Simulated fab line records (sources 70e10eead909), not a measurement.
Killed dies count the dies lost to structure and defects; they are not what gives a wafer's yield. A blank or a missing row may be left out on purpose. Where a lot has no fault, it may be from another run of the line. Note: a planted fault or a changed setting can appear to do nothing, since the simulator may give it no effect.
fab line records    flow nand_harc
record lots=5  wafers=15  last_day=33
route steps=1302 shown P_BONDPAD@363 A_ZERO_WELL@390 END@1302
lots that met no fault: taken from a fault-free run of the same line
start_h: hours from the record's opening day to when the first of the lot's shown wafers began    wait_h: hours since the lot's step before    " as in the row above    L1.1+2: a row that stands for several wafers    - either no value or no given start    * or withheld: withheld    < > ~ a bound
route shown NAME@n: a module of which the file shows steps, and the number in the route of the first    usual: mean/standard deviation taken from wafers without a fault    same: alike in all rows    chamber/n: place in a boat    sites: readings site by site    _std_site: how widely they spread, as a standard deviation    _edge_site: outer sites' mean less inner sites'    radius_mm: for every site, how far away it sits from the centre of the wafer    mask NAME#n: copy n    behind: tool/chamber where the wafer was last shaped    hold: what put the lot on hold/how long, in hours/how the hold closed    device: names the non-switching transistor (n, p or np)    end of line: at the end of the route, the tests of the same wafers    a step without rows: its recipe alone    killed: count of dies lost to structure and defects at first sort (not the wafer's yield)    map: dies across one wafer; x = killed, . = not, _ = none there
set.NAME: the run value of the setting; set.NAME@STEP: its run value at that earlier step    model.NAME: the simulator's own value behind a step, which no gauge read
lots at some steps of the route; a table a step, a row a wafer
services: when a tool's chamber went out of use (start_h, in hours from the record's first day, below 0 if earlier), for how many hours, and the reason
## steps
# step NHARC_P_BONDPAD_DEVELOP_08
# recipe time_s=50  dev_temp_c=22
# step NHARC_P_BONDPAD_CD_MEAS_09
# recipe target_cd_nm=500  landing_energy_ev=500
# usual cd_nm=500.2/2.6
lot.wafer  tool       chamber  start_h  wait_h  cd_nm
L523.1     cd_sem-01  0        164.72   -       501.8
L523.4     "          0        "        "       499.8
L523.5     "          0        "        "       502.2
L526.1     cd_sem-02  0        193.19   -       497.1
L526.5     "          0        "        "       496.6
L526.6     "          0        "        "       506.6
L529.3     cd_sem-02  0        225.62   -       499.7
L529.5     "          0        "        "       497.4
L529.6     "          0        "        "       505.7
L531.4     cd_sem-02  0        242.12   -       501.3
L531.5     "          0        "        "       501.4
L531.6     "          0        "        "       497.2
L541.3     cd_sem-01  0        341.27   -       501.5
L541.4     "          0        "        "       498.6
L541.6     "          0        "        "       501.5
# step NHARC_P_BONDPAD_OVL_MEAS_38
# usual overlay_x_nm=0/5.6  overlay_y_nm=-3/6
lot.wafer  tool        chamber  start_h  wait_h  overlay_x_nm  overlay_y_nm
L523.1     overlay-01  -        164.81   -       -12           -18
L523.4     "           -        "        "       -14           -17
L523.5     "           -        "        "       -13           -18
L526.1     overlay-02  -        193.27   -       2             -5
L526.5     "           -        "        "       2             -6
L526.6     "           -        "        "       2             -5
L529.3     overlay-02  -        225.71   -       -4            2
L529.5     "           -        "        "       -5            2
L529.6     "           -        "        "       -4            1
L531.4     overlay-01  -        242.20   -       -10           4
L531.5     "           -        "        "       -10           5
L531.6     "           -        "        "       -10           4
L541.3     overlay-02  -        341.35   -       7             -11
L541.4     "           -        "        "       6             -11
L541.6     "           -        "        "       6             -11
# step NHARC_P_BONDPAD_HARDBAKE_10
# recipe temp_c=118  time_s=65
# step NHARC_P_BONDPAD_DESCUM_11
# recipe time_s=3  o2_flow_sccm=200  ar_flow_sccm=0  bias_power_w=0  chemistry=O2
# step NHARC_P_BONDPAD_ETCH_37
# recipe target_depth_a=600  overetch_a=180  time_s=65.91  ion_energy_ev=200  n2_flow_sccm=150  h2_flow_sccm=150  ar_flow_sccm=0  rf_w=400  bias_w=150  chemistry=N2/H2
# step NHARC_P_BONDPAD_ETCH_12
# recipe target_depth_a=2000  time_s=100  chf3_flow_sccm=50  o2_flow_sccm=10  ar_flow_sccm=200  rf_w=500  bias_w=200  chemistry=CHF3/O2
# step NHARC_P_BONDPAD_CD_MEAS_13
# usual cd_nm=500.1/2.8
lot.wafer  tool       chamber  start_h  wait_h  cd_nm
L523.1     cd_sem-03  -        165.24   -       501.5
L523.4     "          -        "        "       499.6
L523.5     "          -        "        "       502.3
L526.1     cd_sem-02  -        193.71   -       497.7
L526.5     "          -        "        "       497.7
L526.6     "          -        "        "       506.3
L529.3     cd_sem-01  -        226.15   -       500.2
L529.5     "          -        "        "       497.9
L529.6     "          -        "        "       507.2
L531.4     cd_sem-01  -        242.64   -       501.8
L531.5     "          -        "        "       502.7
L531.6     "          -        "        "       497.0
L541.3     cd_sem-01  -        341.80   -       502.0
L541.4     "          -        "        "       499.2
L541.6     "          -        "        "       502.4
# step NHARC_P_BONDPAD_STRIP_15
# recipe o2_flow_sccm=500  ar_flow_sccm=0  bias_w=0  chemistry=O2
# usual drypump_motor_current_A=5.6/0.44  o2_flow_sccm=499.8/1.4  oes_product_au=1.002/0.012  rf_vpp_V=57.8/0.98  showerhead_plenum_p_Torr=3.56/0.18  throttle_valve_pct=17.036/0.01
lot.wafer  tool         chamber  start_h  wait_h  drypump_motor_current_A  o2_flow_sccm  oes_product_au  rf_hours_counter_h  rf_vpp_V  showerhead_plenum_p_Torr  throttle_valve_pct
L523.1     rie_diel-05  3        165.33   0.1     5.3                      500.0         0.998           4.9                 57.1      3.35                      17.053
L523.4     "            1        "        "       5.1                      499.8         1.003           5.3                 57.6      3.67                      17.056
L523.5     "            2        "        "       5.8                      500.3         0.986           -                   56.6      3.30                      17.037
L526.1     rie_diel-12  1        193.82   0.1     6.1                      499.2         1.010           2.4                 57.9      3.70                      17.042
L526.5     "            3        "        "       5.7                      497.6         1.008           -                   59.2      3.75                      17.034
L526.6     "            0        "        "       4.9                      498.2         1.008           -                   56.8      3.78                      17.043
L529.3     rie_diel-08  0        226.24   0.1     5.5                      501.6         1.004           2.1                 57.7      3.30                      17.035
L529.6     "            3        "        "       5.7                      499.5         1.011           -                   57.5      3.52                      17.042
L529.5     "            1        "        "       6.2                      500.9         0.999           -                   59.2      3.56                      17.029
L531.4     rie_diel-12  2        242.71   0.1     5.4                      498.1         1.009           3.7                 60.1      3.74                      17.020
L531.5     "            2        "        "       5.4                      497.3         1.014           -                   57.4      3.74                      17.038
L531.6     "            3        "        "       5.7                      501.1         1.000           -                   58.8      3.75                      17.015
L541.3     rie_diel-05  1        341.87   0.1     5.1                      500.2         0.998           5.4                 58.3      3.66                      17.039
L541.4     "            0        "        "       6.4                      502.1         1.016           4.8                 57.1      3.59                      17.042
L541.6     "            2        "        "       5.7                      499.8         1.014           -                   57.3      3.30                      17.043
# step NHARC_P_BONDPAD_ETCH_24
# recipe target_depth_a=300  over_etch_frac=0.3  time_s=72.99  ion_energy_ev=150  cf4_flow_sccm=50  n2_flow_sccm=100  ar_flow_sccm=150  rf_w=300  bias_w=100  chemistry=CF4/N2
# usual drypump_motor_current_A=5.5/0.46  oes_product_au=1.001/0.012  rf_vpp_V=314.6/2.4  showerhead_plenum_p_Torr=2.65/0.14  throttle_valve_pct=19.793/0.0097
lot.wafer  tool         chamber  start_h  wait_h  drypump_motor_current_A  oes_product_au  rf_hours_counter_h  rf_vpp_V  showerhead_plenum_p_Torr  throttle_valve_pct
L523.1     rie_diel-05  3        -        -       5.3                      1.009           5.0                 312.3     2.49                      19.785
L523.4     "            0        "        "       6.3                      1.003           3.7                 314.6     2.68                      19.791
L523.5     "            3        "        "       5.3                      1.003           -                   313.6     2.49                      19.798
L526.1     rie_diel-12  2        -        -       5.4                      1.015           2.4                 318.3     2.79                      19.801
L526.6     "            3        "        "       5.7                      1.002           -                   318.1     2.79                      19.795
L526.5     "            0        "        "       4.9                      1.006           -                   316.5     2.81                      19.785
L529.3     rie_diel-08  1        226.42   0.2     6.2                      1.008           1.7                 314.5     2.65                      19.804
L529.6     "            0        "        "       5.5                      1.001           -                   310.8     2.45                      19.796
L529.5     "            1        "        "       6.3                      1.008           -                   313.7     2.65                      19.789
L531.4     rie_diel-12  0        -        -       4.9                      1.001           3.5                 317.9     2.81                      19.785
L531.5     "            3        "        "       5.7                      1.001           -                   317.9     2.79                      19.801
L531.6     "            0        "        "       4.9                      1.005           -                   316.2     2.81                      19.804
L541.4     rie_diel-05  3        -        -       5.3                      0.995           5.5                 312.8     2.49                      19.779
L541.3     "            1        "        "       5.1                      1.003           5.4                 316.6     2.73                      19.788
L541.6     "            3        "        "       5.3                      1.005           -                   311.2     2.49                      19.792
# step NHARC_P_BONDPAD_STRIP_16
# recipe time_s=600  temp_c=30  chemistry=post_etch_residue_remover
# step NHARC_P_BONDPAD_DEGAS_25
# recipe temp_c=300  time_s=60
# step NHARC_P_BONDPAD_PRE_CLEAN_26
# recipe time_s=30  temp_c=280  gas=H2/He
# usual heater_power_w=416/55
lot.wafer  tool            chamber  start_h  wait_h  heater_power_w
L523.1     pvd_sputter-01  -        165.97   -       364
L523.4     "               -        "        "       409
L523.5     "               -        "        "       410
L526.1     pvd_sputter-02  -        194.45   -       529
L526.5     "               -        "        "       366
L526.6     "               -        "        "       387
L529.3     pvd_sputter-03  -        226.87   -       328
L529.5     "               -        "        "       306
L529.6     "               -        "        "       455
L531.4     pvd_sputter-01  -        243.33   -       384
L531.6     "               -        "        "       376
L531.5     "               -        "        "       468
L541.4     pvd_sputter-01  -        342.47   -       469
L541.3     "               -        "        "       394
L541.6     "               -        "        "       385
# step NHARC_P_BONDPAD_PVD_17
# recipe target_thk_a=50  bias_v=168.6  power_w=15000  chamber_pressure_pa=0.12  time_s=8.06  substrate_temp_c=50  material=TaN
# usual throttle_valve_pct=30.1/1.2
lot.wafer  tool            chamber  start_h  wait_h  throttle_valve_pct
L523.4     pvd_sputter-01  -        -        -       28.9
L523.1     "               -        "        "       30.6
L523.5     "               -        "        "       31.0
L526.1     pvd_sputter-02  -        -        -       28.3
L526.6     "               -        "        "       31.6
L526.5     "               -        "        "       30.1
L529.3     pvd_sputter-03  -        -        -       28.4
L529.6     "               -        "        "       32.4
L529.5     "               -        "        "       28.1
L531.4     pvd_sputter-01  -        -        -       30.7
L531.5     "               -        "        "       29.7
L531.6     "               -        "        "       30.2
L541.4     pvd_sputter-01  -        -        -       30.1
L541.3     "               -        "        "       30.4
L541.6     "               -        "        "       30.1
# step NHARC_P_BONDPAD_PVD_27
# recipe target_thk_a=300  chamber_pressure_pa=5  power_w=5000  substrate_temp_c=30  time_s=20.49  material=Cu
# usual throttle_valve_pct=30.1/1.2
lot.wafer  tool            chamber  start_h  wait_h  throttle_valve_pct
L523.4     pvd_sputter-01  -        -        -       28.9
L523.1     "               -        "        "       29.6
L523.5     "               -        "        "       28.7
L526.1     pvd_sputter-02  -        -        -       28.3
L526.6     "               -        "        "       27.9
L526.5     "               -        "        "       28.7
L529.3     pvd_sputter-03  -        -        -       30.9
L529.6     "               -        "        "       30.7
L529.5     "               -        "        "       30.7
L531.4     pvd_sputter-01  -        -        -       30.2
L531.5     "               -        "        "       29.7
L531.6     "               -        "        "       30.6
L541.3     pvd_sputter-01  -        -        -       30.4
L541.4     "               -        "        "       29.5
L541.6     "               -        "        "       29.8
# step NHARC_P_BONDPAD_ECD_18
# recipe target_thk_a=4000  bath_temp_c=25  material=Cu
# step NHARC_P_BONDPAD_ANNEAL_28
# recipe temp_c=225  time_s=90
# step NHARC_P_BONDPAD_CMP_19
# recipe t_overpolish_s=30  cu_recess_touch_s=16  target_thk_nm=160.81
# step NHARC_P_BONDPAD_THK_MEAS_20
# recipe thk_meas_gauge=xrf
# usual thk_nm=160.4/2.1
lot.wafer  tool           chamber  start_h  wait_h  thk_nm
L523.1     film_metro-01  -        167.32   -       162.1
L523.4     "              -        "        "       162.8
L523.5     "              -        "        "       159.7
L526.1     film_metro-01  -        195.79   -       158.4
L526.5     "              -        "        "       160.6
L526.6     "              -        "        "       159.0
L529.3     film_metro-01  -        228.29   -       160.0
L529.5     "              -        "        "       161.5
L529.6     "              -        "        "       156.0
L531.4     film_metro-01  -        244.66   -       160.5
L531.5     "              -        "        "       157.8
L531.6     "              -        "        "       160.0
L541.3     film_metro-02  -        343.82   -       162.8
L541.4     "              -        "        "       160.6
L541.6     "              -        "        "       158.1
# step NHARC_P_BONDPAD_SRD_21
# recipe time_s=30  temp_c=23  dry_time_s=20  spin_rpm=1500
# step NHARC_P_BONDPAD_ACTIVATE_29
# recipe time_s=60  n2_flow_sccm=200  ar_flow_sccm=0  bias_power_w=0  chemistry=N2
# usual drypump_motor_current_A=5.5/0.46  oes_product_au=1.003/0.013  rf_vpp_V=64.5/0.89  showerhead_plenum_p_Torr=1.82/0.091
lot.wafer  tool         chamber  start_h  wait_h  drypump_motor_current_A  oes_product_au  rf_hours_counter_h  rf_vpp_V  showerhead_plenum_p_Torr
L523.4     rie_diel-05  1        167.59   0.1     5.1                      1.012           5.4                 64.0      1.84
L523.1     "            2        "        "       5.7                      1.000           5.2                 63.8      1.64
L523.5     "            1        "        "       5.1                      1.007           -                   65.5      1.84
L526.1     rie_diel-12  0        196.09   0.1     4.9                      1.014           2.3                 64.6      1.90
L526.6     "            1        "        "       6.1                      1.003           -                   64.2      1.86
L526.5     "            2        "        "       5.4                      1.019           -                   64.4      1.88
L529.3     rie_diel-12  2        228.62   0.1     5.4                      1.014           3.1                 64.1      1.88
L529.6     "            3        "        "       5.7                      0.993           -                   64.5      1.89
L529.5     "            0        "        "       4.9                      1.008           -                   63.6      1.90
L531.4     rie_diel-12  0        244.93   0.1     4.9                      0.995           3.5                 65.0      1.90
L531.5     "            3        "        "       5.7                      0.997           -                   65.3      1.89
L531.6     "            0        "        "       4.9                      1.011           -                   65.6      1.90
L541.3     rie_diel-08  1        344.09   0.1     6.2                      0.973           8.4                 63.7      1.78
L541.4     "            2        "        "       4.6                      1.008           6.8                 63.3      1.69
L541.6     "            1        "        "       6.2                      0.987           -                   63.9      1.78
# step NHARC_P_BONDPAD_PRECLEAN_30
# recipe time_s=300  temp_c=23  chemistry=DIW
# step NHARC_P_BONDPAD_SRD_31
# recipe time_s=30  temp_c=23  dry_time_s=20  spin_rpm=1500
# step NHARC_A_ZERO_WELL_PRECLEAN_00
# recipe time_s=600  temp_c=120  chemistry=SPM
# step NHARC_A_ZERO_WELL_SRD_01
# step NHARC_A_ZERO_WELL_DEHYDRATE_02
# recipe temp_c=150  time_s=120
# step NHARC_A_ZERO_WELL_HMDS_03
# recipe time_s=30
# step NHARC_A_ZERO_WELL_COAT_18
# recipe temp_c=200  time_s=65
# step NHARC_A_ZERO_WELL_COAT_04
# recipe spin_rpm=2000  resist_thk_nm=600
# step NHARC_A_ZERO_WELL_SOFTBAKE_05
# recipe temp_c=125  time_s=70
# step NHARC_A_ZERO_WELL_EBR_06
# step NHARC_A_ZERO_WELL_EXPOSE_07
# recipe na=0.55  dose_mj=33.85  mask_id=A_ZERO
# step NHARC_A_ZERO_WELL_PEB_08
# recipe peb_temp_c=128  peb_time_s=80
# step NHARC_A_ZERO_WELL_DEVELOP_09
# recipe time_s=50  dev_temp_c=22
# step NHARC_A_ZERO_WELL_CD_MEAS_10
# recipe target_cd_nm=2000  landing_energy_ev=500
# usual cd_nm=2000.1/2.2
lot.wafer  tool       chamber  start_h  wait_h  cd_nm
L523.1     cd_sem-01  0        168.83   -       1997.9
L523.4     "          0        "        "       2002.6
L523.5     "          0        "        "       1999.4
L526.1     cd_sem-02  0        197.39   -       1997.2
L526.5     "          0        "        "       1995.3
L526.6     "          0        "        "       1996.7
L529.3     cd_sem-01  0        229.72   -       2001.4
L529.5     "          0        "        "       2002.0
L529.6     "          0        "        "       1997.6
L531.4     cd_sem-01  0        246.18   -       1999.3
L531.5     "          0        "        "       2000.1
L531.6     "          0        "        "       1997.4
L541.3     cd_sem-02  0        345.33   -       2000.1
L541.4     "          0        "        "       2004.4
L541.6     "          0        "        "       2002.4
# step NHARC_A_ZERO_WELL_HARDBAKE_11
# recipe temp_c=118  time_s=65
# step NHARC_A_ZERO_WELL_DESCUM_12
# recipe time_s=3  o2_flow_sccm=200  ar_flow_sccm=0  bias_power_w=0  chemistry=O2
# step NHARC_A_ZERO_WELL_ETCH_19
# recipe target_depth_a=800  overetch_a=240  time_s=87.88  ion_energy_ev=200  n2_flow_sccm=150  h2_flow_sccm=150  ar_flow_sccm=0  rf_w=400  bias_w=150  chemistry=N2/H2
# step NHARC_END_SORT_01
# recipe temp_c=25
# usual defect_limited_yield=92.7/2.6  killed_at_array=45/18  killed_at_other=0.9/1.3  killed_at_periphery=3.7/2.2  killed_dies=50/18  killed_open=3.2/1.9  killed_short=2.4/1.6  sort_bin_2_pct=2.5/1.1  sort_bin_3_pct=0.6/0.36  sort_bin_4_pct=4.3/1.5  sort_n_pass=627/18  sort_rim_yield_pct=92/4.3  sort_yield_pct=92.7/2.6
# same gross_dies=677  sort_bin_5_pct[%]=0  sort_bin_6_pct[%]=0  sort_bin_7_pct[%]=0  sort_bin_8_pct[%]=0  sort_rim_n_gross=106.00
lot.wafer  tool       chamber  start_h  wait_h  defect_limited_yield[%]  killed_at_array  killed_at_other  killed_at_periphery  killed_dies  killed_open  killed_short  sort_bin_2_pct[%]  sort_bin_3_pct[%]  sort_bin_4_pct[%]  sort_n_pass  sort_rim_yield_pct[%]  sort_yield_pct[%]
L523.1     prober-02  0        580.47   2.5     93.8                     42               0                0                    42           1            2             2.1                0.1                4.0                635          98                     93.8
L523.4     prober-02  0        582.88   3.4     96.3                     24               0                1                    25           1            2             1.9                0.3                1.5                652          90                     96.3
L523.5     prober-02  0        583.68   3.7     93.5                     42               0                2                    44           2            2             2.1                0.6                3.8                633          97                     93.5
L529.3     prober-01  0        650.17   3.1     92.9                     43               4                1                    48           3            4             2.2                0.4                4.4                629          91                     92.9
L529.5     prober-01  0        651.76   3.7     92.8                     46               0                3                    49           3            3             2.5                0.7                4.0                628          90                     92.8
L529.6     prober-01  0        652.55   4.0     91.9                     51               0                4                    55           5            3             2.4                0.9                4.9                622          94                     91.9
L531.5     prober-02  0        679.67   3.6     79.2                     66               0                75                   141          2            5             9.5                2.8                8.6                536          82                     79.2
# killed by level:class
L523.1 A_CHANNEL_HOLE_D2:chamber_film_flake=37 A_CHANNEL_FILL_D1:geometric_particle:short=1 A_CHANNEL_FILL_D1:geometric_particle:open=1 A_ONON_D2:geometric_particle:short=1 A_WL_FILL:chamber_film_flake=1 A_CONTACT:chamber_film_flake=1
L523.4 A_CHANNEL_HOLE_D2:chamber_film_flake=17 A_CHANNEL_HOLE_D1:chamber_film_flake=3 P_M0:geometric_particle:short=1 A_M0:geometric_particle:open=1 A_M1:geometric_particle:short=1 A_CHANNEL_FILL_D1:chamber_film_flake=1 A_CONTACT:chamber_film_flake=1
L523.5 A_CHANNEL_HOLE_D2:chamber_film_flake=36 A_WL_FILL:geometric_particle:short=1 A_BLC:geometric_particle:open=1 A_M0:geometric_particle:short=1 A_M0:geometric_particle:open=1 P_ZERO_WELL:chamber_film_flake=1 P_GATE:chamber_film_flake=1 A_ZERO_WELL:chamber_film_flake=1
L529.3 A_SLIT:chamber_film_flake=16 A_CHANNEL_HOLE_D2:chamber_film_flake=12 THIN_TSV:chamber_film_flake=4 A_STAIRCASE:chamber_film_flake=3 A_ONON_D1:geometric_particle:short=2 A_CHANNEL_HOLE_D1:chamber_film_flake=2 P_M0:geometric_particle:open=1 A_WL_FILL:geometric_particle:short=1
L529.5 A_SLIT:chamber_film_flake=16 A_CHANNEL_HOLE_D2:chamber_film_flake=16 A_CHANNEL_HOLE_D1:chamber_film_flake=3 A_M0:geometric_particle:open=2 A_CHANNEL_FILL_D2:chamber_film_flake=2 A_STAIRCASE:chamber_film_flake=2 P_CONTACT:geometric_particle:short=1 P_M1:geometric_particle:short=1
L529.6 A_SLIT:chamber_film_flake=28 A_CHANNEL_HOLE_D2:chamber_film_flake=9 A_STAIRCASE:chamber_film_flake=4 P_STI:chamber_film_flake=2 P_GATE:geometric_particle:short=1 A_CHANNEL_FILL_D1:geometric_particle:open=1 A_DECK1_JOINT:geometric_particle:short=1 A_ONON_D2:geometric_particle:open=1
L531.5 P_BONDPAD:unspecified=70 A_CHANNEL_HOLE_D1:chamber_film_flake=40 A_SLIT:chamber_film_flake=11 A_STAIRCASE:chamber_film_flake=5 P_GATE:chamber_film_flake=3 A_CONTACT:chamber_film_flake=3 P_CONTACT:geometric_particle:open=2 A_ONON_D1:geometric_particle:short=2
# map L531.5 (x killed, . not)
____________.____________
_________....xxx_________
_______......xxxxx_______
______......x...x..______
_____.............x._____
____........x........____
____.x.....x.........____
___...................___
___...................___
__........x.x..........__
__.....................__
_.x......x.........x...._
_..xx.....x.x........x.._
_..x.x.xx...x..........._
_.xxxx.................._
_..xxxx.............x..._
.xxxxxx..................
.xxx.xxx.................
..x.x.xxxx...............
...xxxx..................
..xxx....................
_..................x...x_
_...xx.................._
_...x..................._
_.......x...x..........._
_.....x...x............._
__....x.xxxx....x......__
__...xxxxxxxx..x.......__
___...xxxxxx..........___
___..xxxxxxxxx........___
____.xxxxxxxxx.......____
____..xxxxxxx........____
_____xxxxxxxx......._____
______xxxxxxx......______
_______xxxx.x....._______
_________xxx...._________
____________.____________
# map L523.5 (x killed, . not)
____________.____________
_________......._________
_______..........._______
______...........x.______
_____..............._____
____......x..........____
____.................____
___...................___
___.............x.....___
__.....................__
__.....................__
_......................._
_....x.............x...._
_.x.xx.................._
_xxx..x................._
_...xxx.x..............._
..xxxx.x.................
..xx.x.x.................
...xxxx..................
.x.xxx..................x
..xxxxx..................
_...x..................._
_...x.x.........x......._
_.....x................._
_......................._
_......................._
__.....................__
__.....................__
___...................___
___...................___
____.................____
____.................____
_____..............._____
______.............______
_______..........._______
_________......._________
____________.____________
## services
tool            chamber  start_h  hours  kind
rie_diel-08     0        142.42   2.7    repair
rie_diel-12     0        149.40   -      clean
rie_diel-12     1        149.40   -      clean
pvd_sputter-03  -        170.00   10.0   pm
rie_diel-05     0        171.14   7.7    repair
rie_diel-05     3        173.18   4.9    repair
rie_diel-08     -        190.80   9.0    pm
pvd_sputter-03  -        207.45   4.8    repair
rie_diel-08     2        210.77   8.3    repair
rie_diel-08     1        212.70   6.9    repair
rie_diel-12     2        217.55   3.5    repair
rie_diel-08     2        220.33   8.0    repair
pvd_sputter-01  -        226.00   10.0   pm
rie_diel-05     -        229.60   9.0    pm
rie_diel-08     2        230.67   10.7   repair
pvd_sputter-02  -        248.26   4.3    repair
rie_diel-08     0        252.25   7.6    repair
rie_diel-05     3        259.35   5.6    repair
rie_diel-12     0        261.36   35.6   repair
rie_diel-12     -        268.40   9.0    pm
rie_diel-05     0        271.05   4.5    repair
pvd_sputter-02  -        283.59   10.0   pm
rie_diel-12     1        284.24   14.7   repair
rie_diel-12     2        290.30   5.6    repair
## key
first_sign step=NHARC_END_SORT_01  reading=killed_at_periphery  direction=up  sigmas=32  usual=3.7  struck=75
effect step=NHARC_END_SORT_01  reading=killed_dies  direction=up  sigmas=5.2  usual=50  struck=141
more_kills_born_at NHARC_P_BONDPAD_PRE_CLEAN_26@pvd_sputter-01=70
met_at NHARC_P_BONDPAD_PRE_CLEAN_26
struck_wafers L531.5
fault kind=chamber_particle_source  tool=pvd_sputter-01  chamber=-  onset_h=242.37  steps=NHARC_P_BONDPAD_PRE_CLEAN_26  rate_per_visit_cm2=0.76655  end_h=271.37  scope=struck_wafers_only
